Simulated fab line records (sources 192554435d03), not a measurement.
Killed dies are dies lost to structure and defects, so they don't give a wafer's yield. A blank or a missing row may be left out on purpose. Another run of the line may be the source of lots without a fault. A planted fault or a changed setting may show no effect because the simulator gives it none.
fab line records | flow n5Finfet
record lots=10 wafers=30 lastDay=18
route steps=1938 shown BEOL_M4@1111 BEOL_M9@1416 PASSIVATION@1936
lots untouched by any fault: they come from a run of this same line in which no faults occurred
startH: hours from the record's opening day to when the first of the lot's shown wafers began | waitH: hours since the lot's step before | " unchanged from the row above | L1.1+2: one row covering several wafers at once | - either no value or no given start | * or withheld: withheld | < > ~ a bound
route shown NAME@n: names a module that has steps shown in the file, with the first one's number in the route | usual: mean/standard deviation taken from wafers without a fault | same: alike in all rows | chamber/n: place in a boat | sites: per-site readings | _std_site: how widely they spread, as a standard deviation | _edge_site: inner sites' mean taken away from outer sites' mean | radiusMm: for every site, how far away it sits from the centre of the wafer | mask NAME#n: copy n | behind: the most recent tool/chamber to have shaped the wafer | hold: the reason the lot was held/the length of the hold in hours/how it ended | device: transistor that didn't switch, given as n, p or np | end of line: the same wafers' tests at the end of the route | for a step that has no rows: nothing shown but its recipe | killed: the dies lost at the first sort to structure and to defects; this is not the yield of the wafer | map: dies across one wafer; x = killed, . = not, _ = none there
set.NAME: setting as actually run; set.NAME@STEP: the setting as run at that earlier step | model.NAME: the simulator's own value behind a step, which no gauge read
steps of the route over a sample of lots; a table a step, a row a wafer
services: the hour from which a tool's chamber was out of use, counted from the record's first day as startH (under 0 if before that day), plus the number of hours and why
## steps
# step N5_BEOL_M4_RC_MEAS_101
# usual DIBL_N=36.4/1.6 DIBL_P=36.2/1.8 IOFF_N=0.159/0.029 IOFF_P=0.21/0.034 ION_N=670/12 ION_P=459/8.2 SS_N=71.5/0.59 SS_P=73.2/0.54 VT_N=250/3.3 VT_P=-250/3.7
# columns lot.wafer tool chamber startH waitH DIBL_N[mV/V] DIBL_P[mV/V] IOFF_N[nA/um] IOFF_P[nA/um] ION_N[uA/um] ION_P[uA/um] SS_N[mV/dec] SS_P[mV/dec] VT_N[mV] VT_P[mV]
L567.1 prober-02 0 185.72 0.0 34.2 33.1 0.127 0.17 658 450 71.2 73.0 253 -252
L567.2 " 0 " " 34.8 34.2 0.133 0.19 660 454 70.8 73.5 252 -252
L567.6 " 0 " " 36.8 35.6 0.163 0.21 668 462 72.0 72.5 252 -250
L569.2 prober-02 0 209.13 0.2 38.1 36.5 0.204 0.25 697 472 72.2 73.0 248 -247
L569.5 " 0 " " 39.7 38.4 0.260 0.31 698 477 72.9 73.5 243 -241
L569.6 " 0 " " 37.4 35.3 0.191 0.24 683 469 72.1 73.2 247 -247
L570.3 prober-01 0 211.86 0.3 37.4 39.1 0.216 0.26 689 473 71.9 73.9 241 -246
L570.4 " 0 " " 34.0 34.9 0.136 0.20 673 460 70.8 73.1 251 -253
L570.6 " 0 " " 35.3 35.5 0.154 0.19 667 454 71.1 73.5 250 -253
L574.1 prober-01 0 256.60 0.0 35.4 35.6 0.146 0.17 671 458 71.8 72.9 250 -255
L574.3 " 0 " " 34.2 34.4 0.130 0.15 657 442 72.3 72.1 255 -256
L574.4 " 0 " " 36.1 38.2 0.167 0.20 672 455 72.0 73.4 249 -251
L580.1 prober-02 0 258.39 0.0 35.5 35.8 0.130 0.20 656 452 71.0 73.0 253 -251
L580.5 " 0 " " 35.2 35.1 0.126 0.18 668 461 70.8 72.8 254 -252
L580.6 " 0 " " 36.1 32.9 0.127 0.15 643 445 72.0 72.8 256 -255
L584.1 prober-01 0 290.31 0.0 38.3 39.3 0.193 0.27 676 464 72.3 73.4 247 -246
L584.4 " 0 " " 35.2 37.0 0.148 0.23 677 467 70.9 73.4 249 -246
L584.6 " 0 " " 37.8 40.3 0.189 0.29 679 473 72.2 74.0 245 -243
L585.1 prober-02 0 293.77 0.0 39.8 38.1 0.211 0.25 673 456 72.7 74.5 243 -251
L585.2 " 0 " " 34.7 34.4 0.128 0.20 667 459 70.1 72.9 251 -249
L585.4 " 0 " " 37.9 36.6 0.181 0.24 677 458 72.7 73.4 246 -248
L587.3 prober-02 0 311.25 0.3 35.5 34.9 0.113 0.14 649 443 71.2 72.3 257 -262
L587.5 " 0 " " 38.6 39.7 0.190 0.20 673 453 72.2 73.7 250 -253
L587.6 " 0 " " 36.9 37.1 0.152 0.16 675 455 71.9 72.9 251 -258
L588.1 prober-01 0 331.48 0.0 36.1 37.1 0.157 0.22 657 458 71.7 73.4 253 -250
L588.2 " 0 " " 37.3 39.1 0.196 0.26 689 472 71.7 73.6 247 -248
L588.4 " 0 " " 33.1 34.9 0.117 0.19 652 460 70.8 72.5 253 -250
L589.2 prober-02 0 335.34 0.2 37.0 37.7 0.179 0.27 671 468 72.1 73.9 248 -245
L589.3 " 0 " " 32.8 33.8 0.114 0.20 657 466 70.8 72.3 255 -246
L589.5 " 0 " " 32.9 34.5 0.119 0.23 660 464 70.8 73.0 249 -247
# step N5_BEOL_M9_INSPECT_13
# recipe mode=adi inspectInstrument=brightfield
# usual rawDefectCount=404/90
# columns lot.wafer tool chamber startH waitH rawDefectCount
L567.1 defectInspect-02 - 234.99 0.0 459
L567.2 " - " " 547
L567.6 " - " " 465
L569.2 defectInspect-01 - 251.43 0.0 361
L569.5 " - " " 436
L569.6 " - " " 435
L570.3 defectInspect-01 - 256.82 0.0 269
L570.4 " - " " 324
L570.6 " - " " 406
L574.1 defectInspect-01 - 294.13 0.0 331
L574.3 " - " " 363
L574.4 " - " " 347
L580.1 defectInspect-01 - 298.33 0.0 536
L580.5 " - " " 427
L580.6 " - " " 440
L584.1 defectInspect-02 - 329.15 0.0 348
L584.4 " - " " 472
L584.6 " - " " 383
L585.1 defectInspect-01 - 340.93 0.0 268
L585.2 " - " " 232
L585.4 " - " " 273
L587.3 defectInspect-02 - 354.61 0.0 348
L587.5 " - " " 314
L587.6 " - " " 312
L588.1 defectInspect-01 - 371.83 0.0 336
L588.2 " - " " 515
L588.4 " - " " 357
L589.2 defectInspect-01 - 377.68 0.0 522
L589.3 " - " " 439
L589.5 " - " " 512
# step N5_BEOL_M9_STRIP_36
# recipe chemistry=N2/H2 powerW=450 tempC=40 pressureMtorr=20 rfFrequencyHz=6e+07 overashFraction=0.3 biasPowerW=7 h2Frac=0.5 n2FlowSccm=200 h2FlowSccm=200
# usual biasPowerW=7.002/0.021 chamberPressureMTorr=20.00/0.032 drypumpMotorCurrentA=5.7/0.43 oesProductAu=0.81/0.082 rfVppV=59.2/1.3 showerheadPlenumPTorr=2.57/0.11 tempC=40.01/0.11 throttleValvePct=23.89/0.27
# columns lot.wafer tool chamber startH waitH biasPowerW chamberPressureMTorr drypumpMotorCurrentA oesProductAu rfHoursCounterH rfVppV showerheadPlenumPTorr tempC throttleValvePct
L567.1 rieDiel-02 2 236.20 0.0 7.012 20.04 5.9 0.84 49 61.0 2.69 40.07 23.84
L567.2 " 3 " " 7.016 19.99 5.7 0.90 39 58.9 2.50 40.05 24.06
L567.6 " 3 " " 7.001 20.02 5.7 0.89 - 59.0 2.50 40.04 24.06
L569.2 rieDiel-02 0 253.75 0.0 7.013 20.03 5.7 0.69 211 62.3 2.52 40.07 23.83
L569.5 " 1 " " 6.974 20.01 5.1 0.89 - 57.0 2.48 40.02 23.85
L569.6 " 0 " " 6.976 20.01 5.8 0.70 - 58.2 2.52 40.18 23.86
L570.3 rieDiel-04 0 259.54 0.0 7.028 19.98 4.8 0.88 31 60.2 2.71 40.15 23.36
L570.4 " 2 " " 6.980 19.95 6.2 0.83 62 59.0 2.68 40.00 23.88
L570.6 " 3 " " 6.977 20.01 6.2 0.75 - 56.5 2.46 39.92 24.33
L574.1 rieDiel-02 3 296.97 0.0 - - - - - - - - -
L574.3 " 2 " " - - - - - - - - -
L574.4 " 1 " " - - - - - - - - -
L580.1 rieDiel-02 0 300.20 0.0 - - - - - - - - -
L580.5 " 0 " " - - - - - - - - -
L580.6 " 1 " " - - - - - - - - -
L584.1 rieDiel-04 1 330.80 0.0 7.006 20.00 5.2 0.96 13 56.4 2.48 40.14 23.26
L584.4 " 2 " " 6.972 19.96 6.2 0.80 84 60.6 2.67 39.94 23.94
L584.6 " 0 " " 7.000 20.07 4.8 0.83 - 60.2 2.70 39.89 23.39
L585.1 rieDiel-02 1 344.03 0.0 7.036 20.03 5.1 0.85 62 60.3 2.47 40.14 23.88
L585.2 " 0 " " 7.023 20.05 5.8 0.68 243 58.9 2.51 39.83 23.87
L585.4 " 3 " " 7.004 20.01 5.8 0.85 73 59.7 2.48 40.11 24.12
L587.3 rieDiel-05 3 357.57 0.0 6.931 20.05 5.9 0.81 97 60.2 2.67 40.06 23.63
L587.5 " 3 " " 6.954 19.99 5.9 0.80 - 58.7 2.68 40.06 23.64
L587.6 " 2 " " 6.991 20.03 5.5 0.76 - 58.9 2.44 40.05 23.81
L588.1 rieDiel-02 2 373.04 0.0 6.988 19.97 5.8 0.81 87 59.4 2.68 39.97 23.88
L588.2 " 1 " " 7.017 19.98 5.1 0.84 74 59.4 2.46 40.08 23.90
L588.4 " 2 " " 6.993 19.99 5.8 0.81 - 60.1 2.68 39.94 23.86
L589.2 rieDiel-05 1 380.34 0.0 7.002 19.97 6.3 0.66 248 61.2 2.52 39.89 24.28
L589.3 " 3 " " 6.964 19.99 5.9 0.80 102 57.8 2.67 40.09 23.62
L589.5 " 0 " " 7.033 19.99 5.4 0.90 - 58.2 2.72 39.79 24.03
# step N5_BEOL_M9_DEGAS_44
# recipe ambient=vacuum tempC=250 timeS=60
# usual heaterPowerW=327/29
# columns lot.wafer tool chamber startH waitH heaterPowerW
L567.1 pvdSputter-03 - 238.21 0.4 299
L567.2 " - " " 344
L567.6 " - " " 335
L569.2 pvdSputter-01 - 254.73 0.5 319
L569.5 " - " " 304
L569.6 " - " " 324
L570.3 pvdSputter-01 - 260.41 0.2 305
L570.4 " - " " 344
L570.6 " - " " 323
L574.1 pvdSputter-03 - 298.38 0.9 293
L574.3 " - " " 324
L574.4 " - " " 376
L580.1 pvdSputter-02 - 303.17 2.5 281
L580.5 " - " " 312
L580.6 " - " " 278
L584.1 pvdSputter-03 - 331.54 0.3 368
L584.4 " - " " 340
L584.6 " - " " 371
L585.1 pvdSputter-03 - 344.77 0.3 303
L585.2 " - " " 327
L585.4 " - " " 336
L587.3 pvdSputter-02 - 358.39 0.3 366
L587.5 " - " " 370
L587.6 " - " " 315
L588.1 pvdSputter-03 - 374.27 0.8 370
L588.2 " - " " 335
L588.4 " - " " 297
L589.2 pvdSputter-01 - 381.27 0.4 322
L589.3 " - " " 300
L589.5 " - " " 343
# step N5_BEOL_M9_PRE_CLEAN_45
# recipe gas=H2/He timeS=30 tempC=250
# usual heaterPowerW=327/27
# columns lot.wafer tool chamber startH waitH heaterPowerW
L567.1 pvdSputter-03 - 238.25 0.0 309
L567.2 " - " " 331
L567.6 " - " " 337
L569.2 pvdSputter-01 - 254.77 0.0 326
L569.5 " - " " 306
L569.6 " - " " 332
L570.3 pvdSputter-01 - 260.45 0.0 302
L570.4 " - " " 348
L570.6 " - " " 309
L574.1 pvdSputter-03 - 298.42 0.0 302
L574.3 " - " " 326
L574.4 " - " " 377
L580.1 pvdSputter-02 - 303.21 0.0 291
L580.5 " - " " 322
L580.6 " - " " 283
L584.1 pvdSputter-03 - 331.58 0.0 372
L584.4 " - " " 344
L584.6 " - " " 365
L585.1 pvdSputter-03 - 344.81 0.0 300
L585.2 " - " " 317
L585.4 " - " " 343
L587.3 pvdSputter-02 - 358.43 0.0 380
L587.5 " - " " 367
L587.6 " - " " 322
L588.1 pvdSputter-03 - 374.31 0.0 372
L588.2 " - " " 338
L588.4 " - " " 295
L589.2 pvdSputter-01 - 381.31 0.0 320
L589.3 " - " " 298
L589.5 " - " " 342
# step N5_PASSIVATION_PROBE_49
# usual defectLimitedYield=91.1/1.5 killed_at_M0_to_M3=33/9.9 killed_at_M4_up=14/5.2 killedAtContacts=12/6.7 killedAtFrontEnd=43/13 killedAtOther=3.4/2.7 killedDies=105/17 killedOnRim=14/4.2 killedOpen=69/13 killedShort=33/7.5 sort_bin_5_function=5.2/0.91 sort_bin_6_memory=3.3/0.71 sortNPass=1075/17 sortYieldPct=91.1/1.5
# same grossDies=1180 killedAtBackSide=0 sort_bin_4_leakage[%]=0 sort_bin_8_speed[%]=0
# columns lot.wafer tool chamber startH waitH defectLimitedYield[%] killed_at_M0_to_M3 killed_at_M4_up killedAtContacts killedAtFrontEnd killedAtOther killedDies killedOnRim killedOpen killedShort sort_bin_5_function[%] sort_bin_6_memory[%] sortNPass sortYieldPct[%]
L574.1 prober-01 - 357.26 0.0 0 25 1113 8 31 3 1180 152 55 29 97.8 2.0 0 0
L574.3 prober-01 - 357.36 0.1 0 30 1063 27 57 3 1180 152 100 31 95.2 4.6 0 0
L574.4 prober-01 - 357.41 0.2 0 17 1108 7 41 7 1180 152 54 20 97.5 2.5 0 0
L580.1 prober-02 - 360.23 0.0 0 47 1084 16 30 3 1180 152 64 39 96.9 3.0 0 0
L580.5 prober-02 - 360.43 0.2 0 32 1105 10 27 6 1180 152 58 33 97.4 2.4 0 0
L580.6 prober-02 - 360.48 0.3 0 29 1101 21 28 1 1180 152 57 32 97.5 2.5 0 0
# killed by level:class
L574.1 BEOL_M9:areaAld=1095 BEOL_M3:geometricParticle:open=12 BEOL_M4:geometricParticle:open=8 FIN_SAQP:geometricParticle:open=7 STI_FIN_REVEAL:geometricParticle:open=6 MOL_CONTACT_COAG:geometricParticle:open=6 FIN_SAQP:geometricParticle:short=5 BEOL_M1:geometricParticle:open=4
L574.3 BEOL_M9:areaAld=1047 FIN_SAQP:geometricParticle:open=21 MOL_CONTACT_COAG:geometricParticle:open=21 BEOL_M3:geometricParticle:open=10 DUMMY_GATE:geometricParticle:open=7 MOL_CONTACT_COAG:geometricParticle:short=6 BEOL_M2:geometricParticle:open=6 BEOL_M4:geometricParticle:open=6
L574.4 BEOL_M9:areaAld=1104 FIN_SAQP:geometricParticle:open=14 BEOL_M3:geometricParticle:open=8 MOL_CONTACT_COAG:geometricParticle:open=6 STI_FIN_REVEAL:geometricParticle:open=5 PAD_METAL:geometricParticle:short=5 STARTING-WAFER:geometricParticle:open=4 FIN_SAQP:geometricParticle:short=3
L580.1 BEOL_M9:areaAld=1075 BEOL_M0_SAQP:geometricParticle:short=13 BEOL_M2:geometricParticle:open=12 MOL_CONTACT_COAG:geometricParticle:open=11 BEOL_M0_SAQP:geometricParticle:open=8 BEOL_M1:geometricParticle:open=8 FIN_SAQP:geometricParticle:open=7 FIN_SAQP:geometricParticle:short=6
L580.5 BEOL_M9:areaAld=1088 BEOL_M2:geometricParticle:open=11 FIN_SAQP:geometricParticle:short=8 BEOL_M1:geometricParticle:open=8 BEOL_M4:geometricParticle:open=8 FIN_SAQP:geometricParticle:open=7 MOL_CONTACT_COAG:geometricParticle:open=6 MIM_TOP_ETCH:geometricParticle:short=5
L580.6 BEOL_M9:areaAld=1091 MOL_CONTACT_COAG:geometricParticle:open=19 FIN_SAQP:geometricParticle:short=8 BEOL_M0_SAQP:geometricParticle:short=6 FIN_SAQP:geometricParticle:open=5 BEOL_M1:geometricParticle:open=5 STI_FIN_REVEAL:geometricParticle:open=4 BEOL_M0_SAQP:geometricParticle:open=4
## services
# columns tool chamber startH hours kind
rieDiel-05 1 238.66 19.1 repair
rieDiel-02 3 253.47 2.3 repair
rieDiel-04 1 263.33 - clean
rieDiel-04 1 263.33 - consumableReplace:focusRing
rieDiel-05 0 273.24 - clean
rieDiel-05 0 273.24 - consumableReplace:focusRing
rieDiel-05 0 273.24 - consumableReplace:showerhead
pvdSputter-01 - 312.40 8.6 repair
rieDiel-04 3 352.37 5.9 repair
rieDiel-05 3 368.86 6.4 repair
rieDiel-02 0 371.14 - clean
rieDiel-02 0 371.14 - consumableReplace:focusRing
rieDiel-02 0 371.14 15.0 scheduledDown
rieDiel-02 0 371.14 15.0 ventCycle
rieDiel-05 - 372.88 0.2 repair
## key
firstSign step=N5_BEOL_M9_STRIP_36 reading=toolRecord direction=missing
effect step=N5_PASSIVATION_PROBE_49 reading=killed_at_M4_up direction=up sigmas=99+ usual=14 struck=1096
moreKillsBornAt N5_BEOL_M9_ALD_74@aldMetal-03=3254 N5_BEOL_M9_ALD_74@aldMetal-02=3246
metAt N5_BEOL_M9_STRIP_36
struckLots L574,L580
laterRowsLeftOut L574.1,L574.3,L574.4,L580.1,L580.5,L580.6
notActingAt N5_BEOL_M9_INSPECT_13,N5_BEOL_M9_DEGAS_44,N5_BEOL_M9_PRE_CLEAN_45
onsetBetween 253.75 296.97
fault kind=skippedStepWhole tool=rieDiel-02 chamber=- onsetH=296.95 steps=N5_BEOL_M9_STRIP_36 scope=struckLotsOnly
# laterRowsLeftOut: the simulator's readings of these wafers behind a module that went badly wrong aren't trusted and aren't shown, but for the sort
